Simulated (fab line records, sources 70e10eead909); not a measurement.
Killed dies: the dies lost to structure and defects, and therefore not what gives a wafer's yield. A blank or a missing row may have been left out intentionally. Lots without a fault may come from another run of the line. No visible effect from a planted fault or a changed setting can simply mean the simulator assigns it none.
Which tool is to blame? || flow nand_harc || 13 lots, 39 wafers sampled, at 5 steps of a route of 1159

## WHAT THE GAUGES SHOWED, per wafer
NHARC_A_SLIT_CD_MEAS_09: target cd 300 nm. Usual: cd_nm 300.2 nm, standard deviation 0.68.
{"lot": "L986", "measured": "day 14 21:17", "on": "cd_sem-02", "cd_nm (nm)": "300.5 299.6 300.3", "flag": ""}
{"lot": "L983", "measured": "day 14 21:47", "on": "cd_sem-02", "cd_nm (nm)": "300.7 301.0 300.4", "flag": ""}
{"lot": "L987", "measured": "day 14 23:08", "on": "cd_sem-02", "cd_nm (nm)": "298.8 299.5 299.7", "flag": ""}
{"lot": "L985", "measured": "day 15 02:50", "on": "cd_sem-03", "cd_nm (nm)": "299.5 300.1 301.0", "flag": ""}
{"lot": "L989", "measured": "day 15 08:11", "on": "cd_sem-01", "cd_nm (nm)": "299.9 300.3 300.4", "flag": ""}
{"lot": "L990", "measured": "day 16 01:58", "on": "cd_sem-02", "cd_nm (nm)": "301.1 299.7 300.4", "flag": ""}
{"lot": "L994", "measured": "day 17 09:54", "on": "cd_sem-01", "cd_nm (nm)": "300.4 300.7 299.4", "flag": ""}
{"lot": "L995", "measured": "day 17 13:51", "on": "cd_sem-03", "cd_nm (nm)": "301.2 299.4 299.5", "flag": ""}
{"lot": "L998", "measured": "day 18 05:34", "on": "cd_sem-03", "cd_nm (nm)": "300.3 299.7 300.3", "flag": ""}
{"lot": "L999", "measured": "day 18 07:35", "on": "cd_sem-03", "cd_nm (nm)": "299.9 299.5 299.2", "flag": ""}
{"lot": "L101", "measured": "day 19 01:25", "on": "cd_sem-02", "cd_nm (nm)": "298.9 300.3 301.3", "flag": ""}
{"lot": "L104", "measured": "day 19 09:59", "on": "cd_sem-03", "cd_nm (nm)": "300.3 301.3 300.6", "flag": ""}
{"lot": "L106", "measured": "day 19 21:53", "on": "cd_sem-03", "cd_nm (nm)": "299.1 300.3 300.5", "flag": ""}

NHARC_END_SORT_01. Usual: killed_at_array 29, standard deviation 10; killed_at_other 0.7, standard deviation 1; killed_at_periphery 3.7, standard deviation 2.6; killed_dies 33, standard deviation 10; killed_open 3.4, standard deviation 1.8; killed_short 1.8, standard deviation 1.3.
{"lot": "L986", "measured": "day 20 02:02", "on": "prober-02", "killed_at_array": "22 15 27", "killed_at_other": "1 1 1", "killed_at_periphery": "2 3 2", "killed_dies": "25 19 30", "killed_open": "4 1 2", "killed_short": "3 1 2", "flag": ""}
{"lot": "L983", "measured": "day 20 00:25", "on": "prober-01", "killed_at_array": "30 21 33", "killed_at_other": "0 1 1", "killed_at_periphery": "1 2 4", "killed_dies": "31 24 38", "killed_open": "1 2 5", "killed_short": "1 0 1", "flag": ""}
{"lot": "L987", "measured": "day 19 16:44", "on": "prober-02", "killed_at_array": "30 18 18", "killed_at_other": "0 0 0", "killed_at_periphery": "3 3 2", "killed_dies": "33 21 20", "killed_open": "2 4 3", "killed_short": "1 2 2", "flag": ""}
{"lot": "L985", "measured": "day 20 09:53", "on": "prober-02", "killed_at_array": "20 26 31", "killed_at_other": "0 0 0", "killed_at_periphery": "2 0 2", "killed_dies": "22 26 33", "killed_open": "7 4 3", "killed_short": "1 0 2", "flag": ""}
{"lot": "L989", "measured": "day 20 16:11", "on": "prober-01", "killed_at_array": "25 24 18", "killed_at_other": "0 0 0", "killed_at_periphery": "3 5 3", "killed_dies": "28 29 21", "killed_open": "3 2 2", "killed_short": "2 1 4", "flag": ""}
{"lot": "L990", "measured": "day 21 04:43", "on": "prober-02", "killed_at_array": "17 20 26", "killed_at_other": "0 0 0", "killed_at_periphery": "5 6 7", "killed_dies": "22 26 33", "killed_open": "4 3 4", "killed_short": "0 1 2", "flag": ""}
{"lot": "L994", "measured": "day 22 03:57", "on": "prober-02", "killed_at_array": "28 34 30", "killed_at_other": "3 2 0", "killed_at_periphery": "2 5 2", "killed_dies": "33 41 32", "killed_open": "3 6 5", "killed_short": "2 1 5", "flag": ""}
{"lot": "L995", "measured": "day 22 10:23", "on": "prober-01", "killed_at_array": "41 41 32", "killed_at_other": "0 1 0", "killed_at_periphery": "2 3 7", "killed_dies": "43 45 39", "killed_open": "4 3 3", "killed_short": "3 0 1", "flag": ""}
{"lot": "L998", "measured": "day 23 17:18", "on": "prober-01", "killed_at_array": "46 37 44", "killed_at_other": "4 0 1", "killed_at_periphery": "2 1 1", "killed_dies": "52 38 46", "killed_open": "7 3 3", "killed_short": "0 0 1", "flag": ""}
{"lot": "L999", "measured": "day 23 07:53", "on": "prober-01", "killed_at_array": "17 29 23", "killed_at_other": "0 0 0", "killed_at_periphery": "2 5 2", "killed_dies": "19 34 25", "killed_open": "2 7 2", "killed_short": "2 5 2", "flag": ""}
{"lot": "L101", "measured": "day 24 07:16", "on": "prober-02", "killed_at_array": "23 36 28", "killed_at_other": "0 0 0", "killed_at_periphery": "7 9 15", "killed_dies": "30 45 43", "killed_open": "4 3 6", "killed_short": "2 3 1", "flag": ""}
{"lot": "L104", "measured": "day 24 11:55", "on": "prober-01", "killed_at_array": "33 28 28", "killed_at_other": "3 1 1", "killed_at_periphery": "3 3 5", "killed_dies": "39 32 34", "killed_open": "6 2 3", "killed_short": "1 5 0", "flag": ""}
{"lot": "L106", "measured": "day 24 22:04", "on": "prober-01", "killed_at_array": "46 49 39", "killed_at_other": "0 0 0", "killed_at_periphery": "1 3 6", "killed_dies": "47 52 45", "killed_open": "2 6 5", "killed_short": "1 3 3", "flag": ""}

## TOOL THAT RAN EACH LOT (tool first, then ch and the chambers of the sampled wafers, then the start)
{"lot": "L986", "NHARC_A_WL_FILL_ALD_00": "ald_hk-02 ch 0,3, day 15 08:34", "NHARC_A_WL_FILL_RTA_01": "rtp_anneal-01 ch 0, day 15 08:54", "NHARC_A_WL_FILL_CVD_03": "cvd_w-02 ch 0,1, day 15 10:55"}
{"lot": "L983", "NHARC_A_WL_FILL_ALD_00": "ald_hk-04 ch 0,1,2, day 15 08:38", "NHARC_A_WL_FILL_RTA_01": "rtp_anneal-02 ch 0, day 15 08:55", "NHARC_A_WL_FILL_CVD_03": "cvd_w-01 ch 0,1, day 15 10:08"}
{"lot": "L987", "NHARC_A_WL_FILL_ALD_00": "ald_hk-04 ch 1,3, day 15 08:47", "NHARC_A_WL_FILL_RTA_01": "rtp_anneal-02 ch 0, day 15 09:04", "NHARC_A_WL_FILL_CVD_03": "cvd_w-01 ch 0,1, day 15 12:28"}
{"lot": "L985", "NHARC_A_WL_FILL_ALD_00": "ald_hk-04 ch 0,2,3, day 15 16:13", "NHARC_A_WL_FILL_RTA_01": "rtp_anneal-02 ch 0, day 15 16:29", "NHARC_A_WL_FILL_CVD_03": "cvd_w-02 ch 0,1, day 15 21:54"}
{"lot": "L989", "NHARC_A_WL_FILL_ALD_00": "ald_hk-02 ch 2,3, day 15 21:31", "NHARC_A_WL_FILL_RTA_01": "rtp_anneal-01 ch 0, day 15 21:49", "NHARC_A_WL_FILL_CVD_03": "cvd_w-01 ch 0,1, day 16 00:20"}
{"lot": "L990", "NHARC_A_WL_FILL_ALD_00": "ald_hk-02 ch 0,3, day 16 14:02", "NHARC_A_WL_FILL_RTA_01": "rtp_anneal-01 ch 0, day 16 14:20", "NHARC_A_WL_FILL_CVD_03": "cvd_w-02 ch 0,1, day 16 15:26"}
{"lot": "L994", "NHARC_A_WL_FILL_ALD_00": "ald_hk-01 ch 0,3, day 17 22:29", "NHARC_A_WL_FILL_RTA_01": "rtp_anneal-01 ch 0, day 17 22:45", "NHARC_A_WL_FILL_CVD_03": "cvd_w-02 ch 0,1, day 17 23:24"}
{"lot": "L995", "NHARC_A_WL_FILL_ALD_00": "ald_hk-04 ch 0,3, day 18 02:23", "NHARC_A_WL_FILL_RTA_01": "rtp_anneal-02 ch 0, day 18 02:40", "NHARC_A_WL_FILL_CVD_03": "cvd_w-02 ch 0,1, day 18 03:26"}
{"lot": "L998", "NHARC_A_WL_FILL_ALD_00": "ald_hk-02 ch 0,1, day 18 17:02", "NHARC_A_WL_FILL_RTA_01": "rtp_anneal-02 ch 0, day 18 17:31", "NHARC_A_WL_FILL_CVD_03": "cvd_w-02 ch 0,1, day 18 19:04"}
{"lot": "L999", "NHARC_A_WL_FILL_ALD_00": "ald_hk-02 ch 0,1, day 18 17:25", "NHARC_A_WL_FILL_RTA_01": "rtp_anneal-01 ch 0, day 18 17:47", "NHARC_A_WL_FILL_CVD_03": "cvd_w-01 ch 0,1, day 18 18:53"}
{"lot": "L101", "NHARC_A_WL_FILL_ALD_00": "ald_hk-04 ch 0,2,3, day 19 13:06", "NHARC_A_WL_FILL_RTA_01": "rtp_anneal-01 ch 0, day 19 13:32", "NHARC_A_WL_FILL_CVD_03": "cvd_w-01 ch 0,1, day 19 17:51"}
{"lot": "L104", "NHARC_A_WL_FILL_ALD_00": "ald_hk-02 ch 0,1, day 19 21:14", "NHARC_A_WL_FILL_RTA_01": "rtp_anneal-01 ch 0, day 19 21:45", "NHARC_A_WL_FILL_CVD_03": "cvd_w-02 ch 0,1, day 20 03:31"}
{"lot": "L106", "NHARC_A_WL_FILL_ALD_00": "ald_hk-01 ch 1,2,3, day 20 13:00", "NHARC_A_WL_FILL_RTA_01": "rtp_anneal-01 ch 0, day 20 13:14", "NHARC_A_WL_FILL_CVD_03": "cvd_w-02 ch 0,1, day 20 17:37"}
- NHARC_A_WL_FILL_ALD_00: deposits Al2O3, target thk 3 nm, pulse time 3 s, ald cycles 30.
- NHARC_A_WL_FILL_RTA_01: time 5 s.
- NHARC_A_WL_FILL_CVD_03: deposits W, target thk 40 nm, time 3302 s.

## WHAT THE TOOLS THEMSELVES READ (means of the sampled wafers that have a number; where no wafer has one, the mark that the record gives instead)
NHARC_A_WL_FILL_ALD_00. Usual: heater_power_w 470 W, standard deviation 38; precursor_pulse_height_rel 1.003, standard deviation 0.021.
{"lot": "L986", "tool": "ald_hk-02", "heater_power_w (W)": 498, "precursor_pulse_height_rel": 1.010, "flag": ""}
{"lot": "L983", "tool": "ald_hk-04", "heater_power_w (W)": 475, "precursor_pulse_height_rel": 0.990, "flag": ""}
{"lot": "L987", "tool": "ald_hk-04", "heater_power_w (W)": 477, "precursor_pulse_height_rel": 1.020, "flag": ""}
{"lot": "L985", "tool": "ald_hk-04", "heater_power_w (W)": 462, "precursor_pulse_height_rel": 1.007, "flag": ""}
{"lot": "L989", "tool": "ald_hk-02", "heater_power_w (W)": 506, "precursor_pulse_height_rel": 1.011, "flag": ""}
{"lot": "L990", "tool": "ald_hk-02", "heater_power_w (W)": 500, "precursor_pulse_height_rel": 1.010, "flag": ""}
{"lot": "L994", "tool": "ald_hk-01", "heater_power_w (W)": 407, "precursor_pulse_height_rel": 0.988, "flag": ""}
{"lot": "L995", "tool": "ald_hk-04", "heater_power_w (W)": 479, "precursor_pulse_height_rel": 0.998, "flag": ""}
{"lot": "L998", "tool": "ald_hk-02", "heater_power_w (W)": 458, "precursor_pulse_height_rel": 1.013, "flag": ""}
{"lot": "L999", "tool": "ald_hk-02", "heater_power_w (W)": 471, "precursor_pulse_height_rel": 0.993, "flag": ""}
{"lot": "L101", "tool": "ald_hk-04", "heater_power_w (W)": 458, "precursor_pulse_height_rel": 0.995, "flag": ""}
{"lot": "L104", "tool": "ald_hk-02", "heater_power_w (W)": 469, "precursor_pulse_height_rel": 1.007, "flag": ""}
{"lot": "L106", "tool": "ald_hk-01", "heater_power_w (W)": 425, "precursor_pulse_height_rel": 1.005, "flag": ""}

NHARC_A_WL_FILL_RTA_01. Usual: lamp_power_pct 29.1 %, standard deviation 2.5; lamp_zone_1_pct 29.1 %, standard deviation 2.4; lamp_zone_2_pct 29.1 %, standard deviation 2.5; wafer_temp_C_max 1004.6, standard deviation 0.98.
{"lot": "L986", "tool": "rtp_anneal-01", "lamp_power_pct (%)": 31.2, "lamp_zone_1_pct (%)": 31.2, "lamp_zone_2_pct (%)": 31.2, "wafer_temp_C_max": 1004.9, "flag": ""}
{"lot": "L983", "tool": "rtp_anneal-02", "lamp_power_pct (%)": 26.2, "lamp_zone_1_pct (%)": 26.2, "lamp_zone_2_pct (%)": 26.2, "wafer_temp_C_max": 1004.8, "flag": ""}
{"lot": "L987", "tool": "rtp_anneal-02", "lamp_power_pct (%)": 26.2, "lamp_zone_1_pct (%)": 26.2, "lamp_zone_2_pct (%)": 26.2, "wafer_temp_C_max": 1006.2, "flag": ""}
{"lot": "L985", "tool": "rtp_anneal-02", "lamp_power_pct (%)": 26.3, "lamp_zone_1_pct (%)": 26.2, "lamp_zone_2_pct (%)": 26.3, "wafer_temp_C_max": 1005.0, "flag": ""}
{"lot": "L989", "tool": "rtp_anneal-01", "lamp_power_pct (%)": 31.2, "lamp_zone_1_pct (%)": 31.2, "lamp_zone_2_pct (%)": 31.2, "wafer_temp_C_max": 1004.8, "flag": ""}
{"lot": "L990", "tool": "rtp_anneal-01", "lamp_power_pct (%)": 31.2, "lamp_zone_1_pct (%)": 31.2, "lamp_zone_2_pct (%)": 31.2, "wafer_temp_C_max": 1004.2, "flag": ""}
{"lot": "L994", "tool": "rtp_anneal-01", "lamp_power_pct (%)": 31.2, "lamp_zone_1_pct (%)": 31.2, "lamp_zone_2_pct (%)": 31.2, "wafer_temp_C_max": 1004.3, "flag": ""}
{"lot": "L995", "tool": "rtp_anneal-02", "lamp_power_pct (%)": 23.5, "lamp_zone_1_pct (%)": 23.5, "lamp_zone_2_pct (%)": 23.5, "wafer_temp_C_max": 966.5, "flag": "OFF"}
{"lot": "L998", "tool": "rtp_anneal-02", "lamp_power_pct (%)": 23.4, "lamp_zone_1_pct (%)": 23.5, "lamp_zone_2_pct (%)": 23.5, "wafer_temp_C_max": 965.2, "flag": "OFF"}
{"lot": "L999", "tool": "rtp_anneal-01", "lamp_power_pct (%)": 31.2, "lamp_zone_1_pct (%)": 31.2, "lamp_zone_2_pct (%)": 31.2, "wafer_temp_C_max": 1003.6, "flag": ""}
{"lot": "L101", "tool": "rtp_anneal-01", "lamp_power_pct (%)": 31.2, "lamp_zone_1_pct (%)": 31.2, "lamp_zone_2_pct (%)": 31.2, "wafer_temp_C_max": 1003.9, "flag": ""}
{"lot": "L104", "tool": "rtp_anneal-01", "lamp_power_pct (%)": 31.2, "lamp_zone_1_pct (%)": 31.2, "lamp_zone_2_pct (%)": 31.2, "wafer_temp_C_max": 1003.2, "flag": ""}
{"lot": "L106", "tool": "rtp_anneal-01", "lamp_power_pct (%)": 31.2, "lamp_zone_1_pct (%)": 31.2, "lamp_zone_2_pct (%)": 31.2, "wafer_temp_C_max": 1004.6, "flag": ""}

NHARC_A_WL_FILL_CVD_03. Usual: heater_power_w 459 W, standard deviation 25; throttle_valve_pct 7.81 %, standard deviation 0.22.
{"lot": "L986", "tool": "cvd_w-02", "heater_power_w (W)": 449, "throttle_valve_pct (%)": 7.92, "flag": ""}
{"lot": "L983", "tool": "cvd_w-01", "heater_power_w (W)": 462, "throttle_valve_pct (%)": 7.51, "flag": ""}
{"lot": "L987", "tool": "cvd_w-01", "heater_power_w (W)": 482, "throttle_valve_pct (%)": 7.63, "flag": ""}
{"lot": "L985", "tool": "cvd_w-02", "heater_power_w (W)": 458, "throttle_valve_pct (%)": 7.97, "flag": ""}
{"lot": "L989", "tool": "cvd_w-01", "heater_power_w (W)": 476, "throttle_valve_pct (%)": 7.56, "flag": ""}
{"lot": "L990", "tool": "cvd_w-02", "heater_power_w (W)": 462, "throttle_valve_pct (%)": 8.00, "flag": ""}
{"lot": "L994", "tool": "cvd_w-02", "heater_power_w (W)": 432, "throttle_valve_pct (%)": 7.91, "flag": ""}
{"lot": "L995", "tool": "cvd_w-02", "heater_power_w (W)": 457, "throttle_valve_pct (%)": 7.90, "flag": ""}
{"lot": "L998", "tool": "cvd_w-02", "heater_power_w (W)": 433, "throttle_valve_pct (%)": 7.84, "flag": ""}
{"lot": "L999", "tool": "cvd_w-01", "heater_power_w (W)": 481, "throttle_valve_pct (%)": 7.79, "flag": ""}
{"lot": "L101", "tool": "cvd_w-01", "heater_power_w (W)": 479, "throttle_valve_pct (%)": 7.71, "flag": ""}
{"lot": "L104", "tool": "cvd_w-02", "heater_power_w (W)": 447, "throttle_valve_pct (%)": 7.86, "flag": ""}
{"lot": "L106", "tool": "cvd_w-02", "heater_power_w (W)": 446, "throttle_valve_pct (%)": 7.97, "flag": ""}

## THE ANSWER, worked out from the rows above alone
Rule: a lot is off if the mean of its wafers that have a number lies more than 3 standard deviations from the usual mean. Also off: a lot with no number at a reading for which 4 or more lots have one. All remaining lots with rows at the step are treated as sound. The gauges are gone through in route order, then the tools' own readings, and for those a lot's mean is taken as printed above. The first step at which some lot is off is used, and at that step the reading that is off furthest; a lot without a number counts as furthest.
Off: L995, L998, at NHARC_A_WL_FILL_RTA_01 (wafer_temp_C_max).
A tool fits if, at that step or a process step before it, it ran every lot that is off, and no sound lot after the first of them. One fits: NHARC_A_WL_FILL_RTA_01 on rtp_anneal-02. A fault onset in the window from L985 (day 15 16:29, its last sound lot) to L995 (day 18 02:40, its first lot off) fits.
On the lots that are off, the tool's own readings at NHARC_A_WL_FILL_RTA_01 differ by more than 5 times the standard deviation of the sound lots' means, which bears it out; wafer_temp_C_max reads 965.9 there versus 1004.5 on the sound lots.

## WHAT WAS PUT IN BY THE SIMULATOR
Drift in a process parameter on rtp_anneal-02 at NHARC_A_WL_FILL_RTA_01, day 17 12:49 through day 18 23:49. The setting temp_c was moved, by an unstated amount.
Struck lots among those shown: L995, L998. The rule above reached the same finding.
